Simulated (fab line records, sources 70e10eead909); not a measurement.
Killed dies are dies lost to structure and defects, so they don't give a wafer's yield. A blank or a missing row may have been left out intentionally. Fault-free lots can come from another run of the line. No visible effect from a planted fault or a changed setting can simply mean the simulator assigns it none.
Which of the tools did it? ; flow nand-harc ; 11 lots with 33 wafers sampled at 6 steps, on a route of 1159 steps

## WHAT EACH GAUGE READ, for each wafer
NHARC_P_M2_INSPECT_11. Usual: raw-defect-count 4.0, standard deviation 2.3.
lot;measured;on;raw-defect-count;flag
L869;day 6 10:50;defect-inspect-02;1 8 4;
L874;day 7 16:31;defect-inspect-01;5 5 3;
L877;day 8 05:42;defect-inspect-01;3 2 1;
L876;day 8 10:41;defect-inspect-02;2 4 5;
L881;day 9 11:30;defect-inspect-02;8 5 2;
L884;day 10 02:11;defect-inspect-02;5 2 6;
L885;day 10 08:19;defect-inspect-01;4 6 4;
L886;day 10 08:50;defect-inspect-02;834 845 791;OFF
L887;day 10 16:01;defect-inspect-01;1 3 1;
L892;day 11 19:09;defect-inspect-01;3 1 3;
L891;day 11 22:04;defect-inspect-01;3 2 6;

NHARC_END_SORT_01. Usual: defect-limited-yield 95.0 %, standard deviation 1.7; killed-at-array 31, standard deviation 11; killed-at-other 0.5, standard deviation 0.78; killed-at-periphery 3.0, standard deviation 2; killed-dies 34, standard deviation 12; killed-open 3.2, standard deviation 2; killed-short 1.9, standard deviation 1.6; sort_bin_2_pct 1.6 %, standard deviation 0.67; sort_bin_3_pct 0.26 %, standard deviation 0.2; sort_bin_4_pct 3.2 %, standard deviation 1.1; sort-n-pass 643, standard deviation 12; sort-rim-yield-pct 96.8 %, standard deviation 1.8; sort-yield-pct 95.0 %, standard deviation 1.7.
lot;measured;on;defect-limited-yield (%);killed-at-array;killed-at-other;killed-at-periphery;killed-dies;killed-open;killed-short;sort_bin_2_pct (%);sort_bin_3_pct (%);sort_bin_4_pct (%);sort-n-pass;sort-rim-yield-pct (%);sort-yield-pct (%);flag
L874;day 21 01:28;prober-02;95.9 96.2 94.5;24 23 32;1 2 1;3 1 4;28 26 37;2 2 7;3 1 3;0.7 0.9 2.1;0.30 0.59 0.15;3.1 2.4 3.2;649 651 640;96.2 99.1 98.1;95.9 96.2 94.5;
L881;day 22 06:01;prober-01;97.5 96.5 96.8;13 20 17;0 1 1;4 3 4;17 24 22;3 3 3;3 7 0;0.6 1.3 1.0;0.30 0 0.15;1.6 2.2 2.1;660 653 655;99.1 97.2 95.3;97.5 96.5 96.8;
L884;day 23 12:50;prober-01;94.4 95.0 94.7;35 30 32;1 1 2;2 3 2;38 34 36;1 3 1;2 0 1;2.5 1.6 2.1;0 0.30 0.30;3.1 3.1 3.0;639 643 641;97.2 94.3 95.3;94.4 95.0 94.7;
L885;day 24 05:12;prober-02;94.5 95.7 95.1;34 28 31;0 1 1;3 0 1;37 29 33;2 1 4;2 1 3;2.1 1.0 1.2;0 0.30 0;3.4 3.0 3.7;640 648 644;98.1 97.2 97.2;94.5 95.7 95.1;
L886;day 23 13:37;prober-02;85.7 90.3 87.1;31 33 29;0 0 0;66 33 58;97 66 87;2 1 3;0 2 0;6.8 3.7 4.3;3.55 1.92 3.55;4.0 4.1 5.0;580 611 590;87.7 86.8 86.8;85.7 90.3 87.1;OFF
L887;day 23 21:27;prober-01;95.7 94.5 94.2;27 33 37;0 1 0;2 3 2;29 37 39;2 3 5;3 3 1;1.2 2.1 0.9;0.30 0.44 0.30;2.8 3.0 4.6;648 640 638;100.0 97.2 97.2;95.7 94.5 94.2;
L892;day 25 03:30;prober-01;96.8 96.6 97.6;22 21 15;0 1 0;0 1 1;22 23 16;2 3 3;3 2 1;1.0 1.0 0.7;0 0.44 0;2.2 1.9 1.6;655 654 661;100.0 96.2 100.0;96.8 96.6 97.6;
L891;day 24 12:58;prober-02;94.4 95.3 95.1;36 31 27;1 0 2;1 1 4;38 32 33;2 1 1;1 0 1;1.2 1.3 2.2;0.30 0.30 0;4.1 3.1 2.7;639 645 644;99.1 96.2 98.1;94.4 95.3 95.1;

## WHAT TOOL EACH LOT RAN ON (gives the tool, then ch and the chambers of the sampled wafers, and finally the start)
lot;NHARC_P_M1_ANNEAL_31;NHARC_P_M1_PRE_CLEAN_32;NHARC_P_M2_ETCH_35;NHARC_P_M2_ETCH_15
L869;rtp-anneal-02 ch 0, day 6 08:30;pecvd-02 ch 0,2, day 6 09:24;rie-diel-09 ch 0,1,3, day 6 10:59;rie-diel-09 ch 2,3, no start
L874;rtp-anneal-02 ch 0, day 7 14:17;pecvd-03 ch 0,1,2, day 7 15:11;rie-diel-09 ch 1,2,3, day 7 16:40;rie-diel-09 ch 0,1,2, day 21 01:28 or earlier
L877;rtp-anneal-01 ch 0, day 8 03:20;pecvd-02 ch 0,1,2, day 8 04:15;rie-diel-03 ch 1,3, day 8 05:51;rie-diel-03 ch 0,3, no start
L876;rtp-anneal-01 ch 0, day 8 08:28;pecvd-02 ch 0,1, day 8 09:17;rie-diel-09 ch 0,3, day 8 10:50;rie-diel-09 ch 0,3, no start
L881;rtp-anneal-02 ch 0, day 9 08:13;pecvd-02 ch 0,1, day 9 10:01;rie-diel-04 ch 1,3, day 9 11:40;rie-diel-04 ch 1,2,3, day 22 06:01 or earlier
L884;rtp-anneal-01 ch 0, day 9 23:50;pecvd-03 ch 1,2, day 10 00:44;rie-diel-09 ch 0,2,3, day 10 02:20;rie-diel-09 ch 1,2,3, day 23 12:50 or earlier
L885;rtp-anneal-02 ch 0, day 10 06:00;pecvd-02 ch 0,1,2, day 10 06:54;rie-diel-09 ch 1,3, day 10 08:28;rie-diel-09 ch 0,3, day 24 05:12 or earlier
L886;rtp-anneal-01 ch 0, day 10 06:36;pecvd-02 ch 1,2, day 10 07:28;rie-diel-04 ch 0,1,3, day 10 08:58;rie-diel-04 ch 1,2, day 23 13:37 or earlier
L887;rtp-anneal-01 ch 0, day 10 13:50;pecvd-04 ch 0,1, day 10 14:43;rie-diel-03 ch 1,2, day 10 16:11;rie-diel-03 ch 2,3, day 23 21:27 or earlier
L892;rtp-anneal-01 ch 0, day 11 16:55;pecvd-04 ch 0,1, day 11 17:42;rie-diel-03 ch 0,1,3, day 11 19:18;rie-diel-03 ch 1,3, day 25 03:30 or earlier
L891;rtp-anneal-02 ch 0, day 11 19:43;pecvd-03 ch 1,2, day 11 20:35;rie-diel-04 ch 0,1,3, day 11 22:13;rie-diel-04 ch 0,1,2, day 24 12:58 or earlier
- NHARC_P_M1_ANNEAL_31: time 90 s.
- NHARC_P_M1_PRE_CLEAN_32: time 12 s.
- NHARC_P_M2_ETCH_35: etches the open film in N2/H2, target depth 40 nm, overetch 12 nm, time 43.94 s.
- NHARC_P_M2_ETCH_15: etches the open film in C4F8/Ar, target depth 182.5 nm, time 91.2 s.

## WHAT THE TOOLS THEMSELVES READ (means of the sampled wafers that have a number; where no wafer has one, the mark that the record gives instead)
NHARC_P_M1_ANNEAL_31. Usual: wafer_temp_C_max 226.10, standard deviation 0.27.
lot;tool;wafer_temp_C_max;flag
L869;rtp-anneal-02;225.69;
L874;rtp-anneal-02;226.07;
L877;rtp-anneal-01;226.14;
L876;rtp-anneal-01;226.26;
L881;rtp-anneal-02;225.73;
L884;rtp-anneal-01;226.33;
L885;rtp-anneal-02;225.98;
L886;rtp-anneal-01;226.22;
L887;rtp-anneal-01;226.04;
L892;rtp-anneal-01;226.14;
L891;rtp-anneal-02;225.95;

NHARC_P_M1_PRE_CLEAN_32. Usual: heater-power-w 629 W, standard deviation 71.
lot;tool;heater-power-w (W);flag
L869;pecvd-02;594;
L874;pecvd-03;677;
L877;pecvd-02;619;
L876;pecvd-02;565;
L881;pecvd-02;632;
L884;pecvd-03;718;
L885;pecvd-02;653;
L886;pecvd-02;674;
L887;pecvd-04;603;
L892;pecvd-04;670;
L891;pecvd-03;644;

NHARC_P_M2_ETCH_35. Usual: chamber-pressure-mTorr 30.000 mTorr, standard deviation 0.027; drypump-motor-current-A 5.8 A, standard deviation 0.44; oes-product-au 1.000 a.u., standard deviation 0.014; rf-vpp-V 430.0 V, standard deviation 2; showerhead-plenum-p-Torr 2.02 Torr, standard deviation 0.067; throttle-valve-pct 14.172 %, standard deviation 0.0094.
lot;tool;chamber-pressure-mTorr (mTorr);drypump-motor-current-A (A);oes-product-au (a.u.);rf-vpp-V (V);showerhead-plenum-p-Torr (Torr);throttle-valve-pct (%);flag
L869;rie-diel-09;30.012;5.8;1.000;429.1;2.02;14.165;
L874;rie-diel-09;30.001;5.8;1.004;430.5;2.06;14.174;
L877;rie-diel-03;29.999;5.5;0.992;431.0;2.05;14.175;
L876;rie-diel-09;29.980;5.5;1.003;429.7;2.00;14.171;
L881;rie-diel-04;30.033;5.7;0.989;431.4;2.07;14.158;
L884;rie-diel-09;30.005;5.9;1.003;429.5;2.02;14.169;
L885;rie-diel-09;30.006;5.8;0.994;430.2;2.05;14.173;
L886;rie-diel-04;29.993;5.5;1.003;432.6;2.10;14.176;
L887;rie-diel-03;29.996;5.7;0.995;431.2;2.03;14.176;
L892;rie-diel-03;29.992;5.4;0.991;430.6;2.01;14.172;
L891;rie-diel-04;29.982;5.5;0.994;431.4;2.09;14.171;

NHARC_P_M2_ETCH_15. Usual: chamber-pressure-mTorr 25.001 mTorr, standard deviation 0.023; oes-product-au 0.943 a.u., standard deviation 0.024; rf-vpp-V 440.4 V, standard deviation 2.
lot;tool;chamber-pressure-mTorr (mTorr);oes-product-au (a.u.);rf-vpp-V (V);flag
L869;rie-diel-09;24.984;0.976;442.2;
L874;rie-diel-09;25.001;0.924;440.9;
L877;rie-diel-03;25.007;0.918;438.5;
L876;rie-diel-09;24.968;0.954;438.7;
L881;rie-diel-04;24.988;0.919;441.4;
L884;rie-diel-09;24.990;0.928;441.3;
L885;rie-diel-09;25.000;0.962;439.5;
L886;rie-diel-04;25.023;0.923;440.1;
L887;rie-diel-03;24.996;0.949;437.4;
L892;rie-diel-03;24.992;0.918;441.0;
L891;rie-diel-04;24.996;0.940;441.3;

## THE ANSWER, worked out from the rows above alone
Rule: lot off if the mean of its wafers having a number is beyond 3 standard deviations from the usual mean. A lot without any number at a reading at which 4 lots or more have one is off too. Where the step has rows for the other lots, those lots are counted as sound. After the gauges, taken in route order, come the tools' own readings; for these a lot's mean is taken, as printed above. The first step at which some lot is off is used, and at that step the reading that is off furthest; a lot without a number counts as furthest.
Off, at NHARC_P_M2_INSPECT_11 on raw-defect-count: L886.
If a tool, at a process step before that reading, ran all the lots that are off and no sound lot after the first of them, it fits. The gauges at NHARC_P_M2_INSPECT_11 aren't tried: what is off there is off at NHARC_END_SORT_01 too, on other tools, and a gauge's error can't cause that. One fits: NHARC_P_M1_PRE_CLEAN_32 on pecvd-02. A fault onset in the window from L885 (day 10 06:54, its last sound lot) to L886 (day 10 07:28, its first lot off) fits.

## WHAT WAS PUT IN BY THE SIMULATOR
Chamber particle source: pecvd-02, from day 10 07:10 on, at NHARC_P_M1_PRE_CLEAN_32. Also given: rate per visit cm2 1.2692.
Shown lots that were struck: L886. The rule given above showed the same thing.
